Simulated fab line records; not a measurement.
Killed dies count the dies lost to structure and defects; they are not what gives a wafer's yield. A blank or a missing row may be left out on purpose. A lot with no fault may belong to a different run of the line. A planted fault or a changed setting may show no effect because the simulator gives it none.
Chamber matching ; flow n5 finfet ; N5_HKMG_FIN_NWFM_ALD_20 on ald metal-02: 4 sister chambers
The step deposits TiAlC, target thk 2 nm, pulse time 3 s, purge time 2 s. 20 wafers are shown with their chamber, then 10 later ones without.

WAFERS WITH THEIR CHAMBER
wafer;chamber;heater power w (W);precursor pulse height rel;chamber pressure Torr (Torr)
L075.4;1;455;1.001;3.016
L075.5;2;512;1.014;3.012
L075.6;1;460;0.986;3.003
L079.2;3;533;0.989;3.011
L079.5;3;552;0.993;3.017
L079.6;0;472;1.023;2.999
L081.3;2;497;0.963;3.002
L081.5;2;514;1.015;3.007
L081.6;1;458;0.994;2.990
L083.2;0;485;1.013;2.995
L083.3;3;530;0.990;2.996
L083.6;1;462;1.015;2.997
L085.1;1;454;0.980;2.994
L085.2;3;543;0.983;3.006
L085.3;0;475;1.022;3.007
L087.2;1;477;0.961;2.997
L087.4;3;541;0.977;3.004
L087.5;1;460;1.030;2.995
L090.2;3;550;1.002;2.999
L090.3;2;501;0.980;3.000

SIGNATURES, as means of the wafers listed above
reading;chamber 0;chamber 1;chamber 2;chamber 3;scatter within a chamber
heater power w;477.33;460.86;506.00;541.50;8.07
precursor pulse height rel;1.01933;0.99529;0.99300;0.98900;0.0186
chamber pressure Torr;3.00033;2.99886;3.00525;3.00550;0.00747
Rule: for a wafer and a chamber, the distance is found by dividing, reading by reading, the gap between the wafer's reading and the chamber's mean by the reading's scatter, squaring, summing and taking the root. The wafer belongs to the nearest chamber; if the next one is less than 2 further off, it can't be placed. How the scatter is found: for the shown wafers, subtract from each reading the mean of its chamber, square and add these, divide the total by (wafers less chambers), then take the root.

WAFERS WITH NO CHAMBER GIVEN
wafer;heater power w (W);precursor pulse height rel;chamber pressure Torr (Torr)
L090.4;466;0.987;2.985
L091.1;459;1.022;2.995
L091.3;459;0.998;2.995
L091.6;514;0.996;3.000
L094.1;544;0.991;2.994
L094.2;464;1.038;2.995
L094.3;508;1.021;3.003
L095.2;478;0.965;2.999
L095.3;554;1.026;2.988
L095.6;467;0.997;2.994

WHICH CHAMBER EACH WENT THROUGH
wafer;from the rows above;in truth
L090.4;can't be placed: 1 or 0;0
L091.1;can't be placed: 1 or 0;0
L091.3;1;1
L091.6;2;2
L094.1;3;3
L094.2;can't be placed: 0 or 1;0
L094.3;2;2
L095.2;can't be placed: 1 or 0 or 2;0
L095.3;3;3
L095.6;can't be placed: 1 or 0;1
Correctly placed: 5 of 10. Unplaceable from these rows: 5, with the true chamber sitting among the candidates in 5. 0 placed wrongly.
